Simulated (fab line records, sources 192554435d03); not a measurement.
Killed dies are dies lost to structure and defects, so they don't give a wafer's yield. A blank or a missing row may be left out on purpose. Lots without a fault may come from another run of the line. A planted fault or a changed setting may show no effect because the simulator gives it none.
Chamber matching | flow n5_finfet | N5_SDB_ETCH_18 on rie_diel-04: 4 sister chambers
The step etches SOC in N2/H2, target depth 100 nm, overetch 20 nm, time 150 s. 8 wafers are shown with their chamber, then 7 later ones without.

WAFERS WITH THEIR CHAMBER
wafer  | chamber | drypump_motor_current_A (A) | throttle_valve_pct (%)
L085.5 | 3       | 5.6                         | 17.83
L087.2 | 0       | 5.4                         | 17.59
L087.3 | 2       | 6.0                         | 18.00
L092.2 | 2       | 5.9                         | 18.04
L092.4 | 0       | 5.4                         | 17.61
L092.5 | 1       | 6.0                         | 17.38
L094.1 | 1       | 6.0                         | 17.37
L094.3 | 3       | 5.6                         | 17.42

WAFERS WITHOUT THEIR CHAMBER
wafer  | drypump_motor_current_A (A) | throttle_valve_pct (%)
L094.4 | 5.6                         | 17.41
L095.2 | 6.0                         | 17.37
L095.4 | 5.6                         | 17.41
L095.5 | 6.0                         | 17.36
L096.1 | 5.4                         | 17.60
L096.3 | 5.9                         | 18.05
L096.6 | 5.4                         | 17.62

WHICH CHAMBER EACH WENT THROUGH
wafer  | from the rows above | in truth
L094.4 | 3                   | 3
L095.2 | 1                   | 1
L095.4 | 3                   | 3
L095.5 | 1                   | 1
L096.1 | 0                   | 0
L096.3 | 2                   | 2
L096.6 | 0                   | 0
Placed correctly: 7 of 7. Can't be placed from these rows: 0. Placed wrongly: 0.
How it was worked out, from the rows above alone: a wafer's distance from a chamber is the root of the sum, over the readings, of the square of ((its reading less the chamber's mean) divided by the reading's scatter). The wafer belongs to the nearest chamber; if the next one is less than 2 further off, it can't be placed. A chamber's mean is the mean of its shown wafers. The scatter: the root of (the sum of the squares of (reading less its chamber's mean) over the shown wafers, divided by (wafers less chambers)).
